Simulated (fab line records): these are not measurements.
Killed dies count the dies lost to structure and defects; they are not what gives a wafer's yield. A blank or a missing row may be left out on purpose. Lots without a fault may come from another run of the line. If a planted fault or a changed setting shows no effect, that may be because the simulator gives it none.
fab line records	flow n5_finfet
record lots=7	wafers=21
route steps=1938 shown BEOL_M14@1743 BEOL_M15@1800 PAD_METAL@1896 PASSIVATION@1921
start_h: the number of hours between the record's first day and the start of the first shown wafer of the lot	wait_h: hours from the lot's prior step to this one	" repeats the value in the row above	L1.1+2: one row covering several wafers at once	- either no value or no given start	* or withheld: withheld	< > ~ a bound
route shown NAME@n: names a module that has steps shown in the file, with the first one's number in the route	usual: mean/standard deviation taken from wafers without a fault	same: alike in all rows	chamber/n: place in a boat	sites: readings site by site	_std_site: the values' standard deviation	_edge_site: outer sites' mean less inner sites'	radius_mm: how far each site lies from the wafer's centre	mask NAME#n: copy n	behind: the most recent tool/chamber to have shaped the wafer	hold: reason for holding the lot/hours on hold/outcome of the hold	device: transistor that didn't switch, given as n, p or np	end of line: the same wafers' tests at the end of the route	step lacking rows: just its recipe	killed: the dies lost at the first sort to structure and to defects; this is not the yield of the wafer	map: the dies of a wafer, with x for killed, . for not killed, _ for no die there
set.NAME: the run value of the setting; set.NAME@STEP: its run value at that earlier step	model.NAME: the simulator's own value behind a step, which no gauge read
lots where settings were altered on purpose, with a table for each step and a row for each wafer
## steps
# step N5_BEOL_M14_PEB_26
# recipe peb_temp_c=130	peb_time_s=90
lot.wafer	tool	chamber	start_h	wait_h	set.peb_temp_c
L074.1+5	litho_track-02	0	263.40	0.1	128.6
L074.3	"	0	"	"	130
L075.2+3+5	litho_track-05	0	270.18	0.0	130
L080.1	litho_track-04	0	290.87	0.1	130
L080.2+6	"	0	"	"	133.1
L079.2+3+4	litho_track-04	0	292.63	0.0	128.6
L083.1+3+6	litho_track-05	0	316.17	0.1	130
L084.1+2+3	litho_track-04	0	335.49	0.1	130
L096.1+3	litho_track-02	0	405.23	0.1	131.2
L096.4	"	0	"	"	130
# step N5_BEOL_M14_DEVELOP_27
# recipe develop_time_s=45	rinse_liquid=diw	dry=air_spin	dev_temp_c=21
# step N5_BEOL_M14_HARDBAKE_32
# recipe temp_c=130	time_s=120
# step N5_BEOL_M14_CD_MEAS_28
# recipe target_cd_nm=284.4	landing_energy_ev=500	detector=se_inlens
# usual cd_nm=284.4/1.4
lot.wafer	tool	chamber	start_h	wait_h	set.peb_temp_c@BEOL_M14_PEB_26	cd_nm
L074.1	cd_sem-03	0	263.51	-	128.6	280.0
L074.3	"	0	"	"	130	284.4
L074.5	"	0	"	"	128.6	279.1
L075.2	cd_sem-02	0	270.29	-	130	284.9
L075.3	"	0	"	"	130	283.4
L075.5	"	0	"	"	130	283.7
L080.1	cd_sem-03	0	290.99	-	130	284.2
L080.2	"	0	"	"	133.1	296.7
L080.6	"	0	"	"	133.1	296.5
L079.2	cd_sem-01	0	292.75	-	128.6	276.7
L079.3	"	0	"	"	128.6	275.2
L079.4	"	0	"	"	128.6	275.5
L083.1	cd_sem-03	0	316.28	-	130	285.9
L083.3	"	0	"	"	130	284.7
L083.6	"	0	"	"	130	286.6
L084.1	cd_sem-01	0	335.61	-	130	282.7
L084.2	"	0	"	"	130	282.5
L084.3	"	0	"	"	130	283.8
L096.1	cd_sem-01	0	405.34	-	131.2	290.8
L096.3	"	0	"	"	131.2	291.6
L096.4	"	0	"	"	130	286.7
# step N5_BEOL_M14_DESCUM_33
# recipe chemistry=O2	time_s=7.9	source_power_w=50	bias_power_w=20	pressure_mtorr=20	rf_frequency_hz=2.712e+07	temp_c=40	o2_flow_sccm=225
lot.wafer	tool	chamber	start_h	wait_h	set.peb_temp_c@BEOL_M14_PEB_26	model.BEOL_M14.cd_nm
L074.1	rie_diel-04	0	263.60	0.0	128.6	280.2
L074.3	"	2	"	"	130	284.2
L074.5	"	2	"	"	128.6	279.2
L075.2	rie_diel-04	0	270.58	0.2	130	-
L075.3+5	"	3	"	"	130	283.6
L080.1	rie_diel-03	1	291.07	0.0	130	284.2
L080.2	"	0	"	"	133.1	-
L080.6	"	0	"	"	133.1	297
L079.2	rie_diel-03	1	292.87	0.1	128.6	276.8
L079.3	"	3	"	"	128.6	275.2
L079.4	"	0	"	"	128.6	275.6
L083.1	rie_diel-01	0	316.66	0.3	130	285.6
L083.3	"	3	"	"	130	284.6
L083.6	"	2	"	"	130	286.6
L084.1+2	rie_diel-03	3,2	335.70	0.0	130	282.8
L084.3	"	1	"	"	130	283.8
L096.1	rie_diel-01	2	405.46	0.1	131.2	291
L096.3	"	0	"	"	131.2	291.8
L096.4	"	3	"	"	130	287
# step N5_BEOL_M14_ETCH_67
# recipe chemistry=CF4	target=SiARC	target_depth_a=1430	time_s=238.3	ion_energy_ev=80	pressure_mtorr=40	source_w=545	bias_w=36	Ar_flow_sccm=100	cf4_flow_sccm=100	ends=cleared
lot.wafer	tool	chamber	start_h	wait_h	set.peb_temp_c@BEOL_M14_PEB_26	model.BEOL_M14.cd_nm
L074.1	rie_diel-04	0	263.64	0.0	128.6	275.6
L074.3	"	2	"	"	130	279.6
L074.5	"	2	"	"	128.6	274.4
L075.2	rie_diel-04	0	270.62	0.0	130	280.2
L075.3	"	3	"	"	130	279.8
L075.5	"	3	"	"	130	279.6
L080.1	rie_diel-03	1	291.11	0.0	130	280.2
L080.2+6	"	0	"	"	133.1	292
L079.2	rie_diel-03	1	292.90	0.0	128.6	273.2
L079.3	"	3	"	"	128.6	270.6
L079.4	"	0	"	"	128.6	271
L083.1	rie_diel-01	0	316.69	0.0	130	281.6
L083.3	"	3	"	"	130	280.4
L083.6	"	2	"	"	130	282.2
L084.1	rie_diel-03	3	335.74	0.0	130	278
L084.2	"	2	"	"	130	278.2
L084.3	"	1	"	"	130	279.4
L096.1	rie_diel-01	2	405.49	0.0	131.2	286
L096.3	"	0	"	"	131.2	287.6
L096.4	"	3	"	"	130	282.6
# step N5_BEOL_M14_ETCH_68
# recipe chemistry=N2/H2	target=SOC	mask_material=SiARC	source_w=3000	bias_w=350	temp_c=40	time_s=450	ion_energy_ev=200	pressure_mtorr=30	n2_flow_sccm=200	h2_flow_sccm=200
lot.wafer	tool	chamber	start_h	wait_h	set.time_s	model.SiARC_of_BEOL_M14_COAT_66.thk_nm
L074.1	rie_diel-04	0	263.78	0.1	520	56.4
L074.3	"	2	"	"	450	64.6
L074.5	"	2	"	"	450	64.4
L075.2	rie_diel-04	0	270.76	0.1	504.4	59.6
L075.3	"	3	"	"	504.4	59.8
L075.5	"	3	"	"	450	65.4
L080.1	rie_diel-03	1	291.26	0.1	450	64.2
L080.2	"	0	"	"	450	63.6
L080.6	"	0	"	"	394	69.8
L079.2	rie_diel-03	1	293.05	0.1	357	73.6
L079.3	"	3	"	"	450	66.2
L079.4	"	0	"	"	450	64.4
L083.1	rie_diel-01	0	316.84	0.1	450	66.4
L083.3	"	3	"	"	450	65.4
L083.6	"	2	"	"	450	65.2
L084.1	rie_diel-03	3	335.88	0.1	450	67.2
L084.2	"	2	"	"	450	66.2
L084.3	"	1	"	"	450	65.2
L096.1	rie_diel-01	2	405.64	0.1	417.8	68.4
L096.3	"	0	"	"	450	66.6
L096.4	"	3	"	"	450	65.6
# step N5_BEOL_M14_STRIP_69
# recipe chemistry=N2/H2	temp_c=40	n2_flow_sccm=200	h2_flow_sccm=200	rf_frequency_hz=6e+07
# step N5_BEOL_M14_TRENCH_ETCH_34
# recipe chemistry=C4F8/O2/Ar	target=SiO2	target_depth_a=5566.5	mask_material=SOC	he_inner_torr=15	he_outer_torr=30	time_s=126.9	ion_energy_ev=800	pressure_mtorr=20	source_w=1905	bias_w=2040	Ar_flow_sccm=400	C4F8_flow_sccm=16	O2_flow_sccm=12
lot.wafer	tool	chamber	start_h	wait_h	set.peb_temp_c@BEOL_M14_PEB_26	model.BEOL_M14.cd_nm
L074.1	rie_diel-04	0	264.06	0.0	128.6	277
L074.3	"	2	"	"	130	280.2
L074.5	"	2	"	"	128.6	274.2
L075.2	rie_diel-04	0	271.04	0.0	130	280.8
L075.3	"	3	"	"	130	280
L075.5	"	3	"	"	130	279.8
L080.1	rie_diel-03	1	291.53	0.0	130	280.6
L080.2	"	0	"	"	133.1	291.6
L080.6	"	0	"	"	133.1	292
L079.2	rie_diel-03	1	293.32	0.0	128.6	271.2
L079.3	"	3	"	"	128.6	269.4
L079.4	"	0	"	"	128.6	271
L083.1	rie_diel-01	0	317.11	0.0	130	282.2
L083.3	"	3	"	"	130	281
L083.6	"	2	"	"	130	282.8
L084.1	rie_diel-03	3	336.16	0.0	130	277.4
L084.2	"	2	"	"	130	279.2
L084.3	"	1	"	"	130	280
L096.1	rie_diel-01	2	405.91	0.0	131.2	284.6
L096.3	"	0	"	"	131.2	286.8
L096.4	"	3	"	"	130	282.6
# step N5_BEOL_M15_EXPOSE_25
# recipe mask_id=M15	na=0.8	source_shape=annular	sigma_inner=0.5	sigma_outer=0.8	polarization=unpolarized	target_cd_nm=400	dose_mj=35.5
lot.wafer	tool	chamber	start_h	wait_h	mask	set.dose_mj
L074.1	krf_scanner-02	0	269.61	-	M15#0	35.5
L074.3+5	"	0	"	"	M15#0	36.76
L075.2+3+5	krf_scanner-01	0	277.72	-	M15#0	35.5
L080.1+2	krf_scanner-02	0	297.07	-	M15#0	35.5
L080.6	"	0	"	"	M15#0	38.16
L079.2	krf_scanner-02	0	298.30	-	M15#0	34.26
L079.3+4	"	0	"	"	M15#0	35.5
L083.1+6	krf_scanner-01	0	325.68	-	M15#0	33.62
L083.3	"	0	"	"	M15#0	35.5
L084.1+2+3	krf_scanner-01	0	343.06	-	M15#0	35.5
L096.1+3+4	krf_scanner-02	0	412.09	-	M15#0	35.5
# step N5_BEOL_M15_PEB_26
# recipe peb_temp_c=130	peb_time_s=90
lot.wafer	tool	chamber	start_h	wait_h	set.peb_time_s
L074.1	litho_track-04	0	269.67	0.1	83.38
L074.3+5	"	0	"	"	90
L075.2+3+5	litho_track-01	0	277.77	0.0	90
L080.1	litho_track-01	0	297.13	0.1	70.64
L080.2+6	"	0	"	"	90
L079.2+4	litho_track-03	0	298.35	0.0	100.4
L079.3	"	0	"	"	90
L083.1	litho_track-03	0	325.74	0.1	90
L083.3+6	"	0	"	"	100.6
L084.1+2+3	litho_track-03	0	343.12	0.1	90
L096.1+3+4	litho_track-04	0	412.15	0.1	90
# step N5_BEOL_M15_DEVELOP_27
# recipe develop_time_s=45	rinse_liquid=diw	dry=air_spin	dev_temp_c=21
# step N5_BEOL_M15_HARDBAKE_32
# recipe temp_c=130	time_s=120
# step N5_BEOL_M15_CD_MEAS_28
# recipe target_cd_nm=407.6	landing_energy_ev=500	detector=se_inlens
# usual cd_nm=407.5/1.8
lot.wafer	tool	chamber	start_h	wait_h	set.dose_mj@BEOL_M15_EXPOSE_25	set.peb_time_s@BEOL_M15_PEB_26	cd_nm
L074.1	cd_sem-01	0	269.78	-	35.5	83.38	405.4
L074.3	"	0	"	"	36.76	90	413.3
L074.5	"	0	"	"	36.76	90	415.1
L075.2	cd_sem-03	0	277.89	-	35.5	90	406.4
L075.3	"	0	"	"	35.5	90	406.3
L075.5	"	0	"	"	35.5	90	407.0
L080.1	cd_sem-03	0	297.24	-	35.5	70.64	400.6
L080.2	"	0	"	"	35.5	90	410.1
L080.6	"	0	"	"	38.16	90	420.7
L079.2	cd_sem-02	0	298.47	-	34.26	100.4	407.2
L079.3	"	0	"	"	35.5	90	408.5
L079.4	"	0	"	"	35.5	100.4	412.0
L083.1	cd_sem-03	0	325.85	-	33.62	90	398.6
L083.3	"	0	"	"	35.5	100.6	410.6
L083.6	"	0	"	"	33.62	100.6	404.3
L084.1	cd_sem-01	0	343.23	-	35.5	90	406.7
L084.2	"	0	"	"	35.5	90	406.4
L084.3	"	0	"	"	35.5	90	407.1
L096.1	cd_sem-01	0	412.26	-	35.5	90	409.0
L096.3	"	0	"	"	35.5	90	410.1
L096.4	"	0	"	"	35.5	90	408.6
# step N5_BEOL_M15_DESCUM_33
# recipe chemistry=O2	time_s=7.9	source_power_w=50	bias_power_w=20	pressure_mtorr=20	rf_frequency_hz=2.712e+07	temp_c=40	o2_flow_sccm=225
lot.wafer	tool	chamber	start_h	wait_h	set.dose_mj@BEOL_M15_EXPOSE_25	set.peb_time_s@BEOL_M15_PEB_26	model.BEOL_M15.cd_nm
L074.1	rie_diel-05	3	269.87	0.0	35.5	83.38	405.8
L074.3	"	1	"	"	36.76	90	413.6
L074.5	"	3	"	"	36.76	90	415
L075.2	rie_diel-06	3	277.97	0.0	35.5	90	406.6
L075.3	"	2	"	"	35.5	90	405.8
L075.5	"	1	"	"	35.5	90	407.2
L080.1	rie_diel-06	1	297.80	0.5	35.5	70.64	400.8
L080.2	"	0	"	"	35.5	90	409.8
L080.6	"	1	"	"	38.16	90	420.6
L079.2	rie_diel-02	0	298.56	0.0	34.26	100.4	407.2
L079.3	"	3	"	"	35.5	90	408.2
L079.4	"	2	"	"	35.5	100.4	412.2
L083.1	rie_diel-06	3	326.15	0.2	33.62	90	398.6
L083.3	"	1	"	"	35.5	100.6	411
L083.6	"	3	"	"	33.62	100.6	404.6
L084.1	rie_diel-05	3	343.59	0.3	35.5	90	406.8
L084.2	"	0	"	"	35.5	90	406.4
L084.3	"	1	"	"	35.5	90	407
L096.1	rie_diel-06	0	412.35	0.0	35.5	90	409.2
L096.3	"	1	"	"	35.5	90	410.2
L096.4	"	2	"	"	35.5	90	409
# step N5_BEOL_M15_ETCH_61
# recipe chemistry=N2/H2	target=BARC	target_depth_a=890	overetch_a=267	time_s=67.9	ion_energy_ev=200	pressure_mtorr=30	source_w=840	bias_w=150	n2_flow_sccm=200	h2_flow_sccm=200
lot.wafer	tool	chamber	start_h	wait_h	set.dose_mj@BEOL_M15_EXPOSE_25	set.peb_time_s@BEOL_M15_PEB_26	model.BEOL_M15.cd_nm
L074.1	rie_diel-05	3	269.90	0.0	35.5	83.38	398.2
L074.3+5	"	1,3	"	"	36.76	90	407.6
L075.2	rie_diel-06	3	278.01	0.0	35.5	90	398.6
L075.3	"	2	"	"	35.5	90	398
L075.5	"	1	"	"	35.5	90	400
L080.1	rie_diel-06	1	297.84	0.0	35.5	70.64	393.6
L080.2	"	0	"	"	35.5	90	402.4
L080.6	"	1	"	"	38.16	90	413.8
L079.2	rie_diel-02	0	298.59	0.0	34.26	100.4	399.6
L079.3	"	3	"	"	35.5	90	399.8
L079.4	"	2	"	"	35.5	100.4	404.2
L083.1	rie_diel-06	3	326.19	0.0	33.62	90	390.6
L083.3	"	1	"	"	35.5	100.6	403.8
L083.6	"	3	"	"	33.62	100.6	396.4
L084.1	rie_diel-05	3	343.63	0.0	35.5	90	398.4
L084.2	"	0	"	"	35.5	90	399
L084.3	"	1	"	"	35.5	90	400
L096.1	rie_diel-06	0	412.39	0.0	35.5	90	401
L096.3	"	1	"	"	35.5	90	403.2
L096.4	"	2	"	"	35.5	90	400.2
# step N5_BEOL_M15_TRENCH_ETCH_34
# recipe chemistry=C4F8/O2/Ar	target=SiO2	target_depth_a=8729.3	he_inner_torr=15	he_outer_torr=30	time_s=199	ion_energy_ev=800	pressure_mtorr=20	source_w=1905	bias_w=2040	Ar_flow_sccm=400	C4F8_flow_sccm=16	O2_flow_sccm=12
lot.wafer	tool	chamber	start_h	wait_h	set.dose_mj@BEOL_M15_EXPOSE_25	set.peb_time_s@BEOL_M15_PEB_26	model.BEOL_M15.cd_nm
L074.1	rie_diel-05	3	269.96	0.0	35.5	83.38	398
L074.3+5	"	1,3	"	"	36.76	90	407.4
L075.2	rie_diel-06	3	278.06	0.0	35.5	90	398.6
L075.3	"	2	"	"	35.5	90	398.2
L075.5	"	1	"	"	35.5	90	400.4
L080.1	rie_diel-06	1	297.89	0.0	35.5	70.64	394.2
L080.2	"	0	"	"	35.5	90	402.6
L080.6	"	1	"	"	38.16	90	414.2
L079.2	rie_diel-02	0	298.64	0.0	34.26	100.4	399.2
L079.3	"	3	"	"	35.5	90	399.4
L079.4	"	2	"	"	35.5	100.4	403.8
L083.1	rie_diel-06	3	326.24	0.0	33.62	90	390.4
L083.3	"	1	"	"	35.5	100.6	403.8
L083.6	"	3	"	"	33.62	100.6	396.2
L084.1	rie_diel-05	3	343.68	0.0	35.5	90	398.6
L084.2	"	0	"	"	35.5	90	399.2
L084.3	"	1	"	"	35.5	90	400.2
L096.1	rie_diel-06	0	412.44	0.0	35.5	90	400.6
L096.3	"	1	"	"	35.5	90	403
L096.4	"	2	"	"	35.5	90	400.2
# step N5_BEOL_M15_STRIP_36
# recipe chemistry=O2	power_w=600	temp_c=60	pressure_mtorr=30	rf_frequency_hz=6e+07	bias_power_w=0	overash_fraction=0.3	o2_flow_sccm=225
# step N5_BEOL_M15_STRIP_62
# recipe chemistry=O2	power_w=600	temp_c=60	pressure_mtorr=30	rf_frequency_hz=6e+07	bias_power_w=0	overash_fraction=0.3	o2_flow_sccm=225
# step N5_BEOL_M15_STRIP_37
# recipe chemistry=O2	power_w=600	temp_c=60	pressure_mtorr=30	rf_frequency_hz=6e+07	bias_power_w=0	overash_fraction=0.3	o2_flow_sccm=225
# step N5_BEOL_M15_ETCH_38
# recipe chemistry=CF4/N2	target=SiCN	target_depth_a=1064	taper_deg=2	time_s=120.5	ion_energy_ev=150	mask_material=SiO2	pressure_mtorr=40	source_w=430	bias_w=70	Ar_flow_sccm=100	cf4_flow_sccm=60	n2_flow_sccm=60
lot.wafer	tool	chamber	start_h	wait_h	set.dose_mj@BEOL_M15_EXPOSE_25	set.peb_time_s@BEOL_M15_PEB_26	model.BEOL_M15.cd_nm
L074.1	rie_diel-02	3	-	-	35.5	83.38	398
L074.3+5	"	2,0	"	"	36.76	90	407.4
L075.2	rie_diel-06	3	-	-	35.5	90	398.8
L075.3	"	2	"	"	35.5	90	398.2
L075.5	"	2	"	"	35.5	90	400.4
L080.1	rie_diel-05	3	-	-	35.5	70.64	394
L080.2	"	1	"	"	35.5	90	402.6
L080.6	"	2	"	"	38.16	90	414.2
L079.2	rie_diel-02	0	-	-	34.26	100.4	399.2
L079.3	"	1	"	"	35.5	90	399.4
L079.4	"	3	"	"	35.5	100.4	403.8
L083.1	rie_diel-06	3	-	-	33.62	90	390.4
L083.3	"	1	"	"	35.5	100.6	403.8
L083.6	"	1	"	"	33.62	100.6	396.2
L084.1	rie_diel-05	3	-	-	35.5	90	398.6
L084.2	"	0	"	"	35.5	90	399.2
L084.3	"	1	"	"	35.5	90	400.2
L096.1	rie_diel-02	3	-	-	35.5	90	400.6
L096.3	"	2	"	"	35.5	90	403
L096.4	"	0	"	"	35.5	90	400.2
# step N5_PASSIVATION_AL_DEP_21
# recipe material=Al	target_thk_a=28000	temp_c=400	time_s=170	power_w=30000	chamber_pressure_pa=0.4	gas=Ar
lot.wafer	tool	chamber	start_h	wait_h	set.time_s	model.Al_of_PASSIVATION_AL_DEP_21.thk_nm
L074.1	pvd_sputter-03	-	284.57	0.1	170	2832
L074.3	"	-	"	"	170	2816
L074.5	"	-	"	"	170	2846
L075.2	pvd_sputter-03	-	287.74	0.1	191.6	3141
L075.3	"	-	"	"	170	2763
L075.5	"	-	"	"	170	2807
L079.2	pvd_sputter-01	-	312.57	0.1	190.9	3128
L079.3	"	-	"	"	170	2792
L079.4	"	-	"	"	170	2770
L080.1	pvd_sputter-03	-	312.98	0.1	182.9	2996
L080.2	"	-	"	"	170	2792
L080.6	"	-	"	"	182.9	2976
L083.1	pvd_sputter-02	-	340.39	0.1	170	2784
L083.3	"	-	"	"	170	2779
L083.6	"	-	"	"	170	2768
L084.1	pvd_sputter-03	-	352.68	0.1	170	2831
L084.2	"	-	"	"	170	2842
L084.3	"	-	"	"	170	2832
L096.1	pvd_sputter-03	-	426.88	0.1	184.7	3026
L096.3	"	-	"	"	170	2801
L096.4	"	-	"	"	170	2784
# step N5_PASSIVATION_EXPOSE_41
# recipe mask_id=PASS_OPEN	na=0.55	defocus_nm=0	source_shape=conventional	sigma_outer=0.8	polarization=unpolarized	target_cd_nm=40000	dose_mj=57.25
lot.wafer	tool	chamber	start_h	wait_h	mask	set.dose_mj
L074.1+3	krf_scanner-01	0	286.73	-	PASS_OPEN#0	57.25
L074.5	"	0	"	"	PASS_OPEN#0	52.96
L075.2+3+5	krf_scanner-01	0	290.00	-	PASS_OPEN#0	57.25
L079.2+3	krf_scanner-01	0	314.84	-	PASS_OPEN#0	57.25
L079.4	"	0	"	"	PASS_OPEN#0	59.55
L080.1	krf_scanner-01	0	315.67	-	PASS_OPEN#0	54.06
L080.2+6	"	0	"	"	PASS_OPEN#0	57.25
L083.1	krf_scanner-01	0	342.67	-	PASS_OPEN#0	57.25
L083.3+6	"	0	"	"	PASS_OPEN#0	58.7
L084.1+2+3	krf_scanner-02	0	354.94	-	PASS_OPEN#0	57.25
L096.1+4	krf_scanner-01	0	429.30	-	PASS_OPEN#0	54.05
L096.3	"	0	"	"	PASS_OPEN#0	57.25
# step N5_PASSIVATION_PEB_42
# recipe peb_temp_c=withheld	peb_time_s=*
lot.wafer	tool	chamber	start_h	wait_h	set.peb_time_s
L074.1+3+5	litho_track-02	0	286.79	0.1	*
L075.2	litho_track-05	0	290.06	0.0	*
L075.3+5	"	0	"	"	*
L079.2+3+4	litho_track-05	0	314.89	0.0	*
L080.1+2+6	litho_track-05	0	315.73	0.1	*
L083.1+3+6	litho_track-04	0	342.73	0.1	*
L084.1+2+3	litho_track-05	0	355.00	0.1	*
L096.1	litho_track-05	0	429.36	0.1	*
L096.3+4	"	0	"	"	*
# step N5_PASSIVATION_DEVELOP_43
# recipe develop_time_s=60	rinse_liquid=diw	dry=air_spin	dev_temp_c=21
# step N5_PASSIVATION_HARDBAKE_45
# recipe temp_c=130	time_s=120
# step N5_PASSIVATION_CD_MEAS_44
# recipe target_cd_nm=40000	landing_energy_ev=500	detector=se_inlens
# usual cd_nm=40000/2.7
lot.wafer	tool	chamber	start_h	wait_h	set.dose_mj@PASSIVATION_EXPOSE_41	cd_nm
L074.1	cd_sem-01	0	286.91	-	57.25	39998
L074.3	"	0	"	"	57.25	40000
L074.5	"	0	"	"	52.96	39970
L075.2	cd_sem-02	0	290.18	-	57.25	39997
L075.3	"	0	"	"	57.25	39987
L075.5	"	0	"	"	57.25	39989
L079.2	cd_sem-02	0	315.01	-	57.25	39999
L079.3	"	0	"	"	57.25	40000
L079.4	"	0	"	"	59.55	40017
L080.1	cd_sem-03	0	315.85	-	54.06	39978
L080.2	"	0	"	"	57.25	40004
L080.6	"	0	"	"	57.25	40000
L083.1	cd_sem-01	0	342.85	-	57.25	39996
L083.3	"	0	"	"	58.7	40008
L083.6	"	0	"	"	58.7	40005
L084.1	cd_sem-03	0	355.12	-	57.25	39998
L084.2	"	0	"	"	57.25	40002
L084.3	"	0	"	"	57.25	39999
L096.1	cd_sem-02	0	429.48	-	54.05	39979
L096.3	"	0	"	"	57.25	40010
L096.4	"	0	"	"	54.05	39990
## key
split step=N5_BEOL_M14_PEB_26	setting=peb_temp_c	stated=130	by=wafer
response step=N5_BEOL_M14_CD_MEAS_28	reading=cd_nm	change=+5.04	per=1%	r=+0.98
response step=N5_BEOL_M14_DESCUM_33	reading=model.BEOL_M14.cd_nm	change=+5.07	per=1%	r=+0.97
response step=N5_BEOL_M14_ETCH_67	reading=model.BEOL_M14.cd_nm	change=+4.8	per=1%	r=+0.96
response step=N5_BEOL_M14_TRENCH_ETCH_34	reading=model.BEOL_M14.cd_nm	change=+4.48	per=1%	r=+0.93
split step=N5_BEOL_M14_ETCH_68	setting=time_s	stated=450	by=wafer
response step=N5_BEOL_M14_ETCH_68	reading=model.SiARC_of_BEOL_M14_COAT_66.thk_nm	change=-0.447	per=1%	r=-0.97
split step=N5_BEOL_M15_EXPOSE_25	setting=dose_mj	stated=35.5	by=wafer
response step=N5_BEOL_M15_CD_MEAS_28	reading=cd_nm	change=+1.88	per=1%	r=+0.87
response step=N5_BEOL_M15_DESCUM_33	reading=model.BEOL_M15.cd_nm	change=+1.88	per=1%	r=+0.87
response step=N5_BEOL_M15_ETCH_61	reading=model.BEOL_M15.cd_nm	change=+1.97	per=1%	r=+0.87
response step=N5_BEOL_M15_TRENCH_ETCH_34	reading=model.BEOL_M15.cd_nm	slope=+1.52	per=1%	together_with=peb_time_s@BEOL_M15_PEB_26	explained=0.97
response step=N5_BEOL_M15_ETCH_38	reading=model.BEOL_M15.cd_nm	slope=+1.53	per=1%	together_with=peb_time_s@BEOL_M15_PEB_26	explained=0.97
split step=N5_BEOL_M15_PEB_26	setting=peb_time_s	stated=90	by=wafer
response step=N5_BEOL_M15_CD_MEAS_28	reading=cd_nm	slope=+0.422	per=1%	together_with=dose_mj@BEOL_M15_EXPOSE_25	explained=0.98
response step=N5_BEOL_M15_DESCUM_33	reading=model.BEOL_M15.cd_nm	slope=+0.418	per=1%	together_with=dose_mj@BEOL_M15_EXPOSE_25	explained=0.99
response step=N5_BEOL_M15_ETCH_61	reading=model.BEOL_M15.cd_nm	slope=+0.431	per=1%	together_with=dose_mj@BEOL_M15_EXPOSE_25	explained=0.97
response step=N5_BEOL_M15_TRENCH_ETCH_34	reading=model.BEOL_M15.cd_nm	slope=+0.421	per=1%	together_with=dose_mj@BEOL_M15_EXPOSE_25	explained=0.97
response step=N5_BEOL_M15_ETCH_38	reading=model.BEOL_M15.cd_nm	slope=+0.427	per=1%	together_with=dose_mj@BEOL_M15_EXPOSE_25	explained=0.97
split step=N5_PASSIVATION_AL_DEP_21	setting=time_s	stated=170	by=wafer
response step=N5_PASSIVATION_AL_DEP_21	reading=model.Al_of_PASSIVATION_AL_DEP_21.thk_nm	change=+27.6	per=1%	r=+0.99
split step=N5_PASSIVATION_EXPOSE_41	setting=dose_mj	stated=57.25	by=wafer
response step=N5_PASSIVATION_CD_MEAS_44	reading=cd_nm	change=+4.15	per=1%	r=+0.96
split step=N5_PASSIVATION_PEB_42	setting=peb_time_s	stated=*	by=wafer
response none clear
